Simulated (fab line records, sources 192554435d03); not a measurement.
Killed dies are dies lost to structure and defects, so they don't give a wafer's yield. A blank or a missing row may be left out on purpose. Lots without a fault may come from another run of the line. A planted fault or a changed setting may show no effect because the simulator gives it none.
fab line records | flow n5_finfet
record lots=8 wafers=24 last_day=18
route steps=1938 shown PMOS_HMC_CHANNEL_EPI@57 FIN_SAQP@96 BEOL_M4@1111 PASSIVATION@1936
lots that met no fault: from a run of the same line without faults
start_h: hours from the record's first day to the start of the lot's first wafer shown | wait_h: hours since the lot's step before | " the same as in the row above | L1.1+2: a row that stands for several wafers | - no value, or no start given | * or withheld: withheld | < > ~ a bound
route shown NAME@n: a module of which the file shows steps, and the number in the route of the first | usual: mean/standard deviation of fault-free wafers | same: alike in all rows | chamber/n: place in a boat | sites: the reading at each site | _std_site: their standard deviation | _edge_site: outer sites' mean less inner sites' | radius_mm: how far each site lies from the wafer's centre | mask NAME#n: copy n | behind: the tool/chamber that last shaped the wafer | hold: why the lot was held/for how many hours/how that ended | device: the transistor (n, p or np) that didn't switch | end of line: the same wafers' tests at the end of the route | a step without rows: its recipe alone | killed: dies lost to structure and defects at the first sort, not the wafer's yield | map: a wafer's dies, x killed, . not, _ none there
set.NAME: the setting as run; set.NAME@STEP: as run at that earlier step | model.NAME: the simulator's own value behind a step, which no gauge read
steps of the route over a sample of lots; a table a step, a row a wafer
services: from which hour (start_h, from the record's first day; less than 0 if before it) a tool's chamber was out of use, for how many hours, and why
## steps
# step N5_PMOS_HMC_CHANNEL_EPI_HM_DEP_34
# recipe material=SiO2 target_thk_a=360 temp_c=400 precursor=TEOS/O2 pressure_torr=6.5 rf_w=900 teos_flow_sccm=161.4 gas=O2 flow_sccm=2650 time_s=6.9
# usual chamber_pressure_Torr=6.500/0.014 heater_power_outer_w=269/70 heater_power_w=494/100 showerhead_plenum_p_Torr=8.316/0.03 showerhead_vpp_V=1866/59 throttle_valve_pct=18.5/1.4
# columns lot.wafer tool chamber start_h wait_h chamber_pressure_Torr heater_power_outer_w heater_power_w showerhead_plenum_p_Torr showerhead_vpp_V throttle_valve_pct
L337.2 pecvd-01 2 16.88 0.0 6.508 268 480 8.340 1872 16.2
L337.3 " 2 " " 6.504 267 473 8.327 1856 16.6
L337.4 " 1 " " 6.525 129 302 8.290 1899 18.1
L340.3 pecvd-01 1 34.90 0.0 6.517 173 345 8.302 1892 18.3
L340.4 " 0 " " 6.496 278 491 8.319 1989 20.1
L340.6 " 1 " " 6.529 176 356 8.282 1879 18.0
L341.4 pecvd-01 0 40.79 0.1 6.504 276 468 8.308 2018 19.7
L341.5 " 2 " " 6.499 256 445 8.374 1851 16.2
L341.6 " 1 " " 6.499 189 385 8.279 1829 18.1
L346.3 pecvd-03 2 71.04 0.0 6.487 208 437 8.296 1886 17.7
L346.4 " 0 " " 6.493 252 514 8.305 1795 20.2
L346.5 " 1 " " 6.477 320 532 8.335 1821 20.3
L347.1 pecvd-04 1 77.12 0.0 6.487 342 701 8.327 1814 18.2
L347.5 " 0 " " 6.493 381 665 8.361 1962 18.6
L347.6 " 1 " " 6.511 349 699 8.317 1813 17.9
L355.1 pecvd-01 0 125.45 0.0 6.510 219 395 8.289 1983 19.8
L355.2 " 2 " " 6.493 302 515 8.351 1843 16.5
L355.3 " 1 " " 6.490 182 358 8.277 1845 18.4
L358.2 pecvd-01 2 142.94 0.0 6.491 286 492 8.385 1855 16.5
L358.4 " 2 " " 6.506 290 501 8.391 1880 16.7
L358.6 " 1 " " 6.478 137 302 8.300 1873 18.4
L359.1 pecvd-03 0 148.81 0.0 6.499 303 574 8.285 1802 20.5
L359.2 " 1 " " 6.506 261 459 8.320 1819 20.3
L359.4 " 1 " " 6.528 261 455 8.324 1790 20.3
# step N5_PMOS_HMC_CHANNEL_EPI_FIN_RECESS_16
# recipe chemistry=HBr/Cl2 target=Si mask_material=SiO2 target_depth_a=540 time_s=18 pressure_mtorr=10 icp_w=800 bias_w=75 HBr_flow_sccm=150 Cl2_flow_sccm=80
# usual drypump_motor_current_A=5.7/0.47 oes_product_au=1.002/0.015 throttle_valve_pct=35.49/0.29
# columns lot.wafer tool chamber start_h wait_h drypump_motor_current_A oes_product_au rf_hours_counter_h throttle_valve_pct
L337.2 rie_si-04 1 18.04 0.0 6.5 1.004 126 35.51
L337.3 " 3 " " 5.9 0.983 84 35.52
L337.4 " 0 " " 6.0 1.000 65 35.38
L340.3 rie_si-01 0 35.85 0.0 5.8 1.006 0 35.64
L340.4 " 1 " " 6.3 0.995 173 35.68
L340.6 " 1 " " 6.3 0.988 - 35.67
L341.4 rie_si-01 1 41.60 0.0 6.2 0.984 173 35.65
L341.5 " 1 " " 6.3 0.994 - 35.64
L341.6 " 0 " " 5.8 1.007 - 35.63
L346.3 rie_si-03 1 72.22 0.0 5.4 1.027 153 35.11
L346.4 " 0 " " 5.6 1.007 189 34.87
L346.5 " 1 " " 5.5 1.025 - 35.10
L347.1 rie_si-03 3 78.07 0.0 6.4 1.005 6 35.84
L347.5 " 1 " " 5.5 1.019 - 35.10
L347.6 " 2 " " 5.2 0.988 - 35.45
L355.1 rie_si-03 0 126.40 0.0 5.7 1.007 190 34.87
L355.2 " 2 " " 5.1 0.998 94 35.47
L355.3 " 3 " " 6.4 1.009 7 35.86
L358.2 rie_si-01 1 143.77 0.0 6.3 1.000 175 35.65
L358.4 " 3 " " 4.9 1.038 185 35.20
L358.6 " 1 " " 6.3 0.996 - 35.67
L359.1 rie_si-04 1 149.93 0.0 6.4 1.006 129 35.50
L359.2 " 3 " " 5.9 0.983 86 35.51
L359.4 " 0 " " 6.0 1.003 67 35.38
# step N5_FIN_SAQP_HM_DEP_03
# recipe material=SiNx target_thk_a=380 temp_c=400 precursor=SiH4/NH3/N2 pressure_torr=1.5 rf_w=300 time_s=33.6
# usual chamber_pressure_Torr=1.500/0.0032 heater_power_outer_w=499/82 heater_power_w=820/120 showerhead_plenum_p_Torr=5.11/0.056 showerhead_vpp_V=1094/52 throttle_valve_pct=39.2/1.6
# columns lot.wafer tool chamber start_h wait_h chamber_pressure_Torr heater_power_outer_w heater_power_w showerhead_plenum_p_Torr showerhead_vpp_V throttle_valve_pct
L337.2 pecvd-02 2 20.86 0.2 1.497 633 971 5.15 1053 38.0
L337.3 " 1 " " 1.500 344 612 5.12 1149 40.4
L337.4 " 0 " " 1.501 475 829 5.13 1173 40.0
L340.3 pecvd-04 0 38.70 0.1 1.499 498 811 5.16 1105 39.6
L340.4 " 1 " " 1.501 530 928 5.09 1067 38.2
L340.6 " 0 " " 1.501 495 830 5.16 1123 39.5
L341.4 pecvd-04 1 44.52 0.1 1.499 503 903 5.10 1059 38.6
L341.5 " 0 " " 1.497 518 813 5.16 1120 39.4
L341.6 " 2 " " 1.502 596 935 5.02 1037 38.3
L346.3 pecvd-04 0 75.63 0.1 1.503 529 839 5.16 1112 39.7
L346.4 " 2 " " 1.502 564 889 5.01 1027 38.2
L346.5 " 1 " " 1.497 435 787 5.09 1057 38.3
L347.1 pecvd-02 0 81.36 0.2 1.496 469 779 5.14 1184 40.2
L347.5 " 1 " " 1.501 355 614 5.12 1166 40.2
L347.6 " 0 " " 1.499 465 766 5.13 1180 40.3
L355.1 pecvd-04 1 130.50 0.2 1.496 490 881 5.09 1059 38.5
L355.2 " 0 " " 1.510 492 819 5.18 1115 40.0
L355.3 " 2 " " 1.500 611 965 5.02 1024 38.7
L358.2 pecvd-04 0 146.59 0.2 1.497 501 788 5.17 1125 40.0
L358.4 " 0 " " 1.505 504 804 5.18 1116 40.1
L358.6 " 2 " " 1.508 548 903 5.02 1017 38.4
L359.1 pecvd-02 2 152.77 0.2 1.503 625 978 5.15 1054 38.9
L359.2 " 0 " " 1.500 440 740 5.12 1163 40.4
L359.4 " 2 " " 1.501 628 989 5.15 1049 38.7
# step N5_FIN_SAQP_THK_MEAS_05
# usual thk_nm=37.7/0.47
# columns lot.wafer tool chamber start_h wait_h thk_nm
L337.2 film_metro-01 - 20.95 0.1 38.1
L337.3 " - " " 37.6
L337.4 " - " " 38.8
L340.3 film_metro-02 - 38.79 0.1 37.7
L340.4 " - " " 37.9
L340.6 " - " " 37.8
L341.4 film_metro-01 - 44.58 0.0 38.0
L341.5 " - " " 37.6
L341.6 " - " " 38.3
L346.3 film_metro-02 - 75.72 0.1 56.3
L346.4 " - " " 37.6
L346.5 " - " " 37.5
L347.1 film_metro-01 - 81.45 0.1 37.7
L347.5 " - " " 37.9
L347.6 " - " " 38.6
L355.1 film_metro-02 - 130.59 0.1 37.5
L355.2 " - " " 37.0
L355.3 " - " " 37.8
L358.2 film_metro-01 - 146.68 0.1 36.9
L358.4 " - " " 37.6
L358.6 " - " " 38.5
L359.1 film_metro-02 - 152.88 0.1 37.2
L359.2 " - " " 37.2
L359.4 " - " " 38.2
# step N5_FIN_SAQP_HM_DEP_72
# recipe material=SiO2 target_thk_a=120 temp_c=400 precursor=SiH4/N2O pressure_torr=0.75 rf_w=275 time_s=7.2
# usual chamber_pressure_Torr=0.7501/0.0018 heater_power_outer_w=467/82 heater_power_w=764/120 showerhead_plenum_p_Torr=8.06/0.12 showerhead_vpp_V=1046/44
# columns lot.wafer tool chamber start_h wait_h chamber_pressure_Torr heater_power_outer_w heater_power_w showerhead_plenum_p_Torr showerhead_vpp_V
L337.2 pecvd-02 0 21.20 0.0 0.7502 533 895 8.14 1106
L337.3 " 2 " " 0.7469 643 1002 8.20 984
L337.4 " 2 " " 0.7518 657 1009 8.16 1016
L340.3 pecvd-01 0 39.03 0.0 0.7492 448 716 7.98 1112
L340.4 " 1 " " 0.7501 331 562 7.92 1041
L340.6 " 0 " " 0.7473 457 710 8.00 1106
L341.4 pecvd-04 2 44.85 0.1 0.7513 577 915 7.91 988
L341.5 " 0 " " 0.7500 539 847 8.18 1068
L341.6 " 1 " " 0.7499 455 831 8.04 1026
L346.3 pecvd-01 1 75.96 0.0 0.7504 297 510 7.92 1040
L346.4 " 1 " " 0.7502 300 522 7.89 1045
L346.5 " 2 " " 0.7492 490 794 8.22 1029
L347.1 pecvd-04 2 81.69 0.0 0.7526 561 894 7.91 994
L347.5 " 1 " " 0.7504 523 920 8.04 1011
L347.6 " 0 " " 0.7494 449 736 8.22 1086
L355.1 pecvd-01 1 130.83 0.0 0.7505 367 630 7.92 1040
L355.2 " 2 " " 0.7509 513 774 8.21 1030
L355.3 " 0 " " 0.7505 395 639 7.99 1109
L358.2 pecvd-01 1 146.92 0.0 0.7508 355 600 7.93 1043
L358.4 " 1 " " 0.7510 351 596 7.92 1041
L358.6 " 1 " " 0.7539 354 608 7.92 1029
L359.1 pecvd-04 1 153.13 0.0 0.7528 441 832 8.05 985
L359.2 " 2 " " 0.7483 627 983 7.90 995
L359.4 " 1 " " 0.7502 467 822 8.04 1004
# step N5_FIN_SAQP_HM_OPEN_33
# recipe chemistry=CH3F/O2 target=SiNx mask_material=SiO2 target_depth_a=494 time_s=70.6 pressure_mtorr=30 source_w=395 bias_w=73 Ar_flow_sccm=150 CH3F_flow_sccm=30 O2_flow_sccm=20 ion_energy_ev=120 ends=cleared
# usual drypump_motor_current_A=5.6/0.34 etch_rf_on_time_s=69.0/1.7 oes_product_au=0.68/0.084 rf_vpp_V=297.9/2.7 showerhead_plenum_p_Torr=2.03/0.061 throttle_valve_pct=16.3/0.31
# columns lot.wafer tool chamber start_h wait_h drypump_motor_current_A etch_rf_on_time_s oes_product_au rf_hours_counter_h rf_vpp_V showerhead_plenum_p_Torr throttle_valve_pct
L337.2 rie_diel-03 2 25.35 0.0 5.6 70.9 0.59 232 297.5 1.90 16.3
L337.3 " 0 " " 5.0 69.8 0.58 245 294.6 1.97 16.7
L337.4 " 2 " " 5.7 71.8 0.60 - 298.0 1.90 16.3
L340.3 rie_diel-03 1 43.47 0.0 5.5 70.2 0.62 181 301.2 2.00 16.4
L340.4 " 1 " " 5.5 71.0 0.62 - 299.9 2.00 16.4
L340.6 " 3 " " 5.7 69.6 0.60 - 299.1 2.06 16.8
L341.4 rie_diel-04 0 49.41 0.1 5.4 66.9 0.79 - 296.0 2.13 16.4
L341.5 " 1 " " 5.8 69.5 0.59 - 299.6 2.07 16.5
L341.6 " 3 " " 5.5 70.9 0.59 - 296.7 2.05 16.2
L346.3 rie_diel-04 0 81.27 0.0 5.4 102.6 0.74 26 298.4 2.12 16.5
L346.4 " 3 " " 5.5 67.0 0.87 0 296.3 2.05 15.8
L346.5 " 0 " " 5.4 67.1 0.75 - 298.2 2.12 16.5
L347.1 rie_diel-03 3 86.31 0.1 5.7 68.6 0.60 226 301.2 2.06 16.9
L347.5 " 0 " " 5.1 69.3 0.81 - 293.3 1.97 16.3
L347.6 " 1 " " 5.6 71.9 0.61 - 300.3 1.99 16.4
L355.1 rie_diel-04 1 135.01 0.0 5.7 70.3 0.58 245 297.3 2.06 16.6
L355.2 " 2 " " 5.7 66.0 0.76 30 297.2 2.04 15.8
L355.3 " 0 " " 5.4 67.7 0.73 46 297.1 2.12 16.5
L358.2 rie_diel-06 1 151.64 0.2 5.3 66.5 0.66 124 294.2 1.92 16.6
L358.4 " 2 " " 5.0 68.4 0.70 82 294.6 1.95 16.5
L358.6 " 3 " " 6.5 70.9 0.62 - 302.8 2.07 16.5
L359.1 rie_diel-04 0 157.94 0.0 5.4 67.0 0.71 55 297.5 2.11 16.5
L359.2 " 3 " " 5.5 65.8 0.78 27 295.9 2.04 15.8
L359.4 " 2 " " 5.7 68.7 0.75 - 297.0 2.04 15.8
# step N5_BEOL_M4_RC_MEAS_101
# usual DIBL_N=36.4/1.4 DIBL_P=36.3/1.8 IOFF_N=0.163/0.024 IOFF_P=0.21/0.034 ION_N=673/11 ION_P=461/7.4 SS_N=71.6/0.52 SS_P=73.3/0.58 VT_N=249.4/2.5 VT_P=-250/3.5
# columns lot.wafer tool chamber start_h wait_h DIBL_N[mV/V] DIBL_P[mV/V] IOFF_N[nA/um] IOFF_P[nA/um] ION_N[uA/um] ION_P[uA/um] SS_N[mV/dec] SS_P[mV/dec] VT_N[mV] VT_P[mV]
L337.2 prober-02 0 168.13 0.2 36.6 36.5 0.169 0.20 686 462 70.9 72.7 248.1 -253
L337.3 " 0 " " 35.5 34.1 0.153 0.18 669 451 70.7 72.3 248.6 -252
L337.4 " 0 " " 36.9 37.0 0.187 0.21 699 465 71.5 73.4 246.2 -252
L340.3 prober-02 0 186.20 0.3 36.8 37.2 0.173 0.19 674 449 71.8 73.8 246.7 -254
L340.4 " 0 " " 36.2 36.3 0.167 0.19 685 455 71.4 72.5 246.7 -254
L340.6 " 0 " " 35.0 35.3 0.147 0.17 668 453 71.9 72.8 251.3 -254
L341.4 prober-02 0 192.36 0.5 34.6 33.8 0.118 0.20 651 458 70.6 72.5 254.1 -248
L341.5 " 0 " " 36.9 36.4 0.154 0.25 661 462 72.2 72.9 247.8 -247
L341.6 " 0 " " 37.7 38.1 0.176 0.27 682 477 72.1 74.1 249.6 -243
L347.1 prober-02 0 218.60 0.0 37.4 37.7 0.189 0.24 675 464 71.9 73.2 245.7 -250
L347.5 " 0 " " 37.1 37.6 0.195 0.24 708 472 71.1 73.7 246.1 -247
L347.6 " 0 " " 35.2 35.3 0.146 0.20 686 470 71.2 73.1 252.9 -251
L346.3 prober-01 0 225.25 0.3 33.9 33.0 0.117 0.15 637 442 71.7 72.4 255.3 -253
L346.4 " 0 " " 34.4 34.8 0.137 0.18 651 451 70.9 72.5 252.9 -254
L346.5 " 0 " " 35.0 34.5 0.145 0.18 659 446 71.7 73.3 254.1 -253
L355.1 prober-01 0 262.24 0.0 35.6 34.6 0.142 0.17 658 449 71.2 72.6 251.1 -254
L355.2 " 0 " " 35.3 34.4 0.139 0.17 671 454 71.2 72.4 253.0 -258
L355.3 " 0 " " 37.2 37.2 0.175 0.21 675 463 71.5 73.6 246.6 -252
L359.1 prober-02 0 300.13 0.0 35.3 31.4 0.130 0.15 674 453 71.3 72.9 250.6 -258
L359.2 " 0 " " 34.5 30.9 0.117 0.14 669 450 70.8 72.6 251.5 -257
L359.4 " 0 " " 35.9 32.4 0.137 0.16 660 446 70.6 72.0 250.8 -255
L358.2 prober-02 0 303.23 0.2 35.1 34.8 0.137 0.19 665 460 70.9 73.0 250.8 -250
L358.4 " 0 " " 36.0 35.2 0.146 0.20 666 455 71.1 72.9 251.1 -250
L358.6 " 0 " " 35.1 35.0 0.142 0.20 662 456 70.9 72.6 248.0 -248
# step N5_PASSIVATION_PROBE_49
# usual defect_limited_yield=91.4/1.6 killed_at_M0_to_M3=34/12 killed_at_M4_up=13/5.2 killed_at_contacts=11/5.5 killed_at_front_end=40/13 killed_at_other=3.4/2.7 killed_dies=102/19 killed_open=66/15 killed_short=33/7.9 sort_bin_5_function=5.1/1.1 sort_bin_6_memory=3.2/0.7 sort_bin_8_speed=0/0 sort_n_pass=1078/19 sort_yield_pct=91.4/1.6
# same gross_dies=1180 killed_at_back_side=0 sort_bin_4_leakage[%]=0
# columns lot.wafer tool chamber start_h wait_h defect_limited_yield[%] killed_at_M0_to_M3 killed_at_M4_up killed_at_contacts killed_at_front_end killed_at_other killed_dies killed_open killed_short sort_bin_5_function[%] sort_bin_6_memory[%] sort_bin_8_speed[%] sort_n_pass sort_yield_pct[%]
L337.2 prober-01 - 267.58 0.1 91.9 37 16 3 38 2 96 73 21 5.0 3.0 0 1084 91.9
L337.3 prober-01 - 267.63 0.2 93.0 20 18 11 34 0 83 54 23 4.2 2.3 0 1097 93.0
L337.4 prober-01 - 267.68 0.2 90.8 37 17 11 34 9 108 69 34 5.1 3.7 0 1072 90.8
L340.3 prober-01 - 281.98 0.1 90.8 32 17 13 40 7 109 73 36 4.9 3.9 0 1071 90.8
L340.4 prober-01 - 282.03 0.2 90.4 37 18 21 37 0 113 75 37 5.1 4.1 0 1067 90.4
L340.6 prober-01 - 282.13 0.3 89.9 51 15 20 28 5 119 85 34 6.2 3.7 0 1061 89.9
L341.4 prober-01 - 298.06 0.2 93.8 11 22 4 31 5 73 42 28 4.4 1.6 0 1107 93.8
L341.5 prober-01 - 298.11 0.2 94.4 16 15 3 29 3 66 41 22 3.2 2.4 0 1114 94.4
L341.6 prober-01 - 298.16 0.3 94.0 24 17 11 17 2 71 48 20 2.9 3.1 0 1109 94.0
L347.1 prober-02 - 321.67 0.0 91.8 36 13 5 36 7 97 60 32 5.3 2.7 0 1083 91.8
L347.5 prober-02 - 321.87 0.2 93.4 40 6 9 19 4 78 57 19 3.6 2.8 0 1102 93.4
L347.6 prober-02 - 321.92 0.3 89.8 44 10 13 47 6 120 76 44 6.4 3.6 0 1060 89.8
L346.3 prober-02 - 328.10 0.1 91.4 31 16 6 44 4 101 74 25 6.0 2.4 0.68 1071 90.8
L346.4 prober-02 - 328.15 0.2 92.9 30 7 10 33 4 84 55 27 4.0 2.9 0 1096 92.9
L346.5 prober-02 - 328.20 0.2 91.2 20 11 17 51 5 104 77 25 5.2 3.5 0 1076 91.2
L355.1 prober-02 - 382.08 0.0 93.5 15 8 12 40 2 77 46 28 3.6 2.8 0 1103 93.5
L355.2 prober-02 - 382.13 0.1 91.9 25 16 18 34 3 96 63 33 5.2 2.5 0 1084 91.9
L355.3 prober-02 - 382.18 0.1 92.8 32 15 7 30 1 85 51 34 5.0 1.8 0 1095 92.8
L359.1 prober-01 - 417.66 0.0 90.0 36 8 14 52 8 118 82 35 5.1 4.0 0 1062 90.0
L359.2 prober-01 - 417.71 0.1 91.0 25 16 13 45 7 106 70 35 4.7 4.2 0 1074 91.0
L359.4 prober-01 - 417.81 0.2 91.8 34 7 7 47 2 97 59 38 4.6 3.3 0 1083 91.8
L358.2 prober-01 - 422.27 0.1 91.7 35 14 5 44 0 98 67 27 5.6 2.5 0 1082 91.7
L358.4 prober-01 - 422.37 0.2 90.9 31 10 11 52 3 107 59 44 5.8 2.7 0 1073 90.9
L358.6 prober-01 - 422.47 0.3 91.2 37 16 5 46 0 104 73 29 5.7 3.0 0 1076 91.2
# killed by level:class
L337.2 STI_FIN_REVEAL:geometric_particle:open=14 BEOL_M4:geometric_particle:open=11 BEOL_M3:geometric_particle:open=9 BEOL_M0_SAQP:geometric_particle:short=7 FIN_SAQP:geometric_particle:open=6 BEOL_M1:geometric_particle:open=6 BEOL_M2:geometric_particle:open=6 FIN_SAQP:geometric_particle:short=5
L337.3 MOL_CONTACT_COAG:geometric_particle:open=10 BEOL_M4:geometric_particle:open=8 DUMMY_GATE:geometric_particle:open=6 FIN_SAQP:geometric_particle:open=5 FIN_SAQP:geometric_particle:short=5 BEOL_M0_SAQP:geometric_particle:open=5 STARTING-WAFER:geometric_particle:short=4 HKMG_FIN:area_etch=4
L337.4 BEOL_M0_SAQP:geometric_particle:open=10 MOL_CONTACT_COAG:geometric_particle:open=9 BEOL_M0:geometric_particle:open=8 BEOL_M0_SAQP:geometric_particle:short=6 GATE_CUT:geometric_particle:short=5 BEOL_M2:geometric_particle:open=5 MIM_TOP:geometric_particle:open=5 FIN_SAQP:geometric_particle:short=4
L340.3 STI_FIN_REVEAL:geometric_particle:open=14 BEOL_M4:geometric_particle:open=10 MOL_CONTACT_COAG:geometric_particle:open=8 BEOL_M2:geometric_particle:open=8 FIN_SAQP:geometric_particle:short=7 BEOL_M0_SAQP:geometric_particle:open=6 BEOL_M0_SAQP:geometric_particle:short=6 MOL_CONTACT_COAG:geometric_particle:short=5
L340.4 MOL_CONTACT_COAG:geometric_particle:open=16 STI_FIN_REVEAL:geometric_particle:open=15 BEOL_M4:geometric_particle:open=10 BEOL_M0_SAQP:geometric_particle:open=9 BEOL_M2:geometric_particle:open=8 BEOL_M0_SAQP:geometric_particle:short=7 STI_FIN_REVEAL:geometric_particle:short=5 MOL_CONTACT_COAG:geometric_particle:short=5
L340.6 MOL_CONTACT_COAG:geometric_particle:open=18 BEOL_M0_SAQP:geometric_particle:open=16 BEOL_M0_SAQP:geometric_particle:short=13 STI_FIN_REVEAL:geometric_particle:open=11 BEOL_M2:geometric_particle:open=9 BEOL_M4:geometric_particle:open=8 BEOL_M3:geometric_particle:open=6 STI_FIN_REVEAL:geometric_particle:short=4
L341.4 STI_FIN_REVEAL:geometric_particle:open=9 BEOL_M4:geometric_particle:open=8 GATE_CUT:geometric_particle:short=5 STI_FIN_REVEAL:geometric_particle:short=4 STARTING-WAFER:geometric_particle:short=4 GATE_CUT:geometric_particle:open=3 MOL_CONTACT_COAG:geometric_particle:open=3 BEOL_M0_SAQP:geometric_particle:short=3
L341.5 FIN_SAQP:geometric_particle:short=6 DUMMY_GATE:geometric_particle:open=6 BEOL_M1:geometric_particle:open=6 STI_FIN_REVEAL:geometric_particle:open=4 BEOL_M2:geometric_particle:open=4 BEOL_M4:geometric_particle:open=4 BEOL_M4:geometric_particle:short=4 GATE_CUT:geometric_particle:short=3
L341.6 MOL_CONTACT_COAG:geometric_particle:open=9 BEOL_M2:geometric_particle:open=6 BEOL_M0_SAQP:geometric_particle:open=5 BEOL_M2:geometric_particle:short=5 BEOL_M4:geometric_particle:open=5 BEOL_M0_SAQP:geometric_particle:short=4 BEOL_M1:geometric_particle:open=4 STARTING-WAFER:geometric_particle:open=3
L347.1 BEOL_M2:geometric_particle:open=12 FIN_SAQP:geometric_particle:short=6 BEOL_M1:geometric_particle:open=6 STARTING-WAFER:geometric_particle:short=6 FIN_SAQP:geometric_particle:open=5 STI_FIN_REVEAL:geometric_particle:open=5 BEOL_M3:geometric_particle:open=5 MOL_CONTACT_COAG:geometric_particle:open=4
L347.5 BEOL_M0_SAQP:geometric_particle:open=11 BEOL_M0_SAQP:geometric_particle:short=10 BEOL_M1:geometric_particle:open=10 STI_FIN_REVEAL:geometric_particle:open=7 MOL_CONTACT_COAG:geometric_particle:open=7 DUMMY_GATE:geometric_particle:open=4 BEOL_M2:geometric_particle:open=3 FIN_SAQP:geometric_particle:open=2
L347.6 BEOL_M0_SAQP:geometric_particle:open=15 BEOL_M0_SAQP:geometric_particle:short=12 FIN_SAQP:geometric_particle:open=11 MOL_CONTACT_COAG:geometric_particle:open=11 FIN_SAQP:geometric_particle:short=7 STI_FIN_REVEAL:geometric_particle:open=7 ILD0:geometric_particle:short=7 BEOL_M2:geometric_particle:open=6
L346.3 STI_FIN_REVEAL:geometric_particle:open=17 DUMMY_GATE:geometric_particle:open=9 BEOL_M1:geometric_particle:open=8 MOL_CONTACT_COAG:geometric_particle:open=6 BEOL_M2:geometric_particle:open=6 STI_FIN_REVEAL:geometric_particle:short=5 BEOL_M0_SAQP:geometric_particle:short=4 BEOL_M0_SAQP:geometric_particle:open=4
L346.4 STI_FIN_REVEAL:geometric_particle:open=11 MOL_CONTACT_COAG:geometric_particle:open=9 BEOL_M0_SAQP:geometric_particle:open=8 GATE_CUT:geometric_particle:short=7 BEOL_M2:geometric_particle:open=7 FIN_SAQP:geometric_particle:short=4 BEOL_M1:geometric_particle:open=4 BEOL_M0_SAQP:geometric_particle:short=4
L346.5 MOL_CONTACT_COAG:geometric_particle:open=14 FIN_SAQP:geometric_particle:short=12 STI_FIN_REVEAL:geometric_particle:open=11 FIN_SAQP:geometric_particle:open=10 BEOL_M4:geometric_particle:open=6 BEOL_M1:geometric_particle:open=6 BEOL_M2:geometric_particle:open=6 DUMMY_GATE:geometric_particle:open=5
L355.1 STI_FIN_REVEAL:geometric_particle:open=16 MOL_CONTACT_COAG:geometric_particle:open=11 FIN_SAQP:geometric_particle:short=9 STI_FIN_REVEAL:geometric_particle:short=5 BEOL_M2:geometric_particle:open=4 FIN_SAQP:geometric_particle:open=3 BEOL_M0_SAQP:geometric_particle:short=3 BEOL_M1:coat_microbubble_printed=3
L355.2 MOL_CONTACT_COAG:geometric_particle:open=13 FIN_SAQP:geometric_particle:open=7 FIN_SAQP:geometric_particle:short=7 BEOL_M0_SAQP:geometric_particle:open=7 BEOL_M0_SAQP:geometric_particle:short=6 STI_FIN_REVEAL:geometric_particle:open=5 GATE_CUT:geometric_particle:short=5 MOL_CONTACT_COAG:geometric_particle:short=5
L355.3 BEOL_M3:geometric_particle:open=10 FIN_SAQP:geometric_particle:short=8 STI_FIN_REVEAL:geometric_particle:open=7 MOL_CONTACT_COAG:geometric_particle:open=7 BEOL_M5:geometric_particle:open=6 BEOL_M3:geometric_particle:short=6 FIN_SAQP:geometric_particle:open=4 DUMMY_GATE:geometric_particle:open=4
L359.1 MOL_CONTACT_COAG:geometric_particle:open=11 FIN_SAQP:geometric_particle:short=9 BEOL_M1:geometric_particle:open=9 BEOL_M2:geometric_particle:open=9 FIN_SAQP:geometric_particle:open=8 STI_FIN_REVEAL:geometric_particle:open=8 BEOL_M3:geometric_particle:open=8 DUMMY_GATE:geometric_particle:open=6
L359.2 FIN_SAQP:geometric_particle:short=10 MOL_CONTACT_COAG:geometric_particle:open=10 STI_FIN_REVEAL:geometric_particle:open=7 DUMMY_GATE:geometric_particle:open=7 BEOL_M3:geometric_particle:open=7 BEOL_M1:geometric_particle:open=6 FIN_SAQP:geometric_particle:open=4 BEOL_M0_SAQP:geometric_particle:short=4
L359.4 FIN_SAQP:geometric_particle:short=12 BEOL_M2:geometric_particle:open=10 FIN_SAQP:geometric_particle:open=8 STI_FIN_REVEAL:geometric_particle:open=8 BEOL_M0_SAQP:geometric_particle:short=7 BEOL_M1:geometric_particle:open=7 BEOL_M3:geometric_particle:open=5 MOL_CONTACT_COAG:geometric_particle:open=4
L358.2 STI_FIN_REVEAL:geometric_particle:open=14 BEOL_M0_SAQP:geometric_particle:short=10 BEOL_M0_SAQP:geometric_particle:open=9 BEOL_M1:geometric_particle:open=9 BEOL_M4:geometric_particle:open=6 MOL_CONTACT_COAG:geometric_particle:open=5 FIN_SAQP:geometric_particle:open=4 FIN_SAQP:geometric_particle:short=3
L358.4 BEOL_M0_SAQP:geometric_particle:short=14 STI_FIN_REVEAL:geometric_particle:open=11 MOL_CONTACT_COAG:geometric_particle:open=10 FIN_SAQP:geometric_particle:short=7 FIN_SAQP:geometric_particle:open=6 GATE_CUT:geometric_particle:open=6 BEOL_M0_SAQP:geometric_particle:open=6 GATE_CUT:geometric_particle:short=5
L358.6 FIN_SAQP:geometric_particle:open=13 STI_FIN_REVEAL:geometric_particle:open=11 BEOL_M0_SAQP:geometric_particle:short=9 BEOL_M2:geometric_particle:open=7 BEOL_M0_SAQP:geometric_particle:open=7 BEOL_M6:geometric_particle:open=6 BEOL_M1:geometric_particle:open=6 DUMMY_GATE:geometric_particle:open=5
## services
# columns tool chamber start_h hours kind
rie_si-03 - -1.66 1.1 repair
pecvd-01 0 1.91 1.9 repair
rie_si-04 3 2.95 10.0 repair
pecvd-03 - 7.78 2.8 pm
rie_si-03 2 13.39 1.9 repair
pecvd-01 0 14.79 16.4 repair
rie_diel-06 2 19.45 22.1 repair
pecvd-01 - 19.75 1.6 repair
rie_si-04 - 20.18 0.2 repair
rie_diel-03 3 22.21 6.4 repair
rie_si-01 0 43.57 4.1 repair
rie_diel-06 1 51.39 1.4 repair
pecvd-01 1 58.09 2.1 scheduled_down
pecvd-04 1 59.50 10.1 repair
rie_si-01 - 76.92 4.3 pm
rie_si-03 2 96.45 3.6 repair
rie_si-03 2 101.51 6.0 repair
rie_diel-03 0 111.09 14.0 repair
rie_si-03 1 123.48 29.9 repair
pecvd-04 0 124.85 5.0 scheduled_down
pecvd-04 - 127.70 0.8 pm
pecvd-01 1 135.26 5.5 scheduled_down
pecvd-02 - 137.13 1.7 repair
pecvd-01 0 146.31 2.1 scheduled_down
## key
first_sign step=N5_FIN_SAQP_THK_MEAS_05 reading=thk_nm direction=up sigmas=39 usual=* struck=*
effect step=N5_FIN_SAQP_HM_OPEN_33 reading=etch_rf_on_time_s direction=up sigmas=20 usual=* struck=*
effect step=N5_PASSIVATION_PROBE_49 reading=sort_bin_8_speed direction=up sigmas=8 usual=0 struck=0.68
met_at N5_FIN_SAQP_HM_DEP_03
struck_lots L346
struck_wafers L346.3
not_acting_at N5_PMOS_HMC_CHANNEL_EPI_HM_DEP_34,N5_PMOS_HMC_CHANNEL_EPI_FIN_RECESS_16,N5_FIN_SAQP_HM_DEP_72
onset_between 44.52 75.63
fault kind=process_parameter_drift tool=pecvd-04 chamber=- onset_h=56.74 steps=N5_FIN_SAQP_HM_DEP_03 channel=time_s offset=* shape=step end_h=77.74 scope=struck_wafers_only acts_in=* stated=*
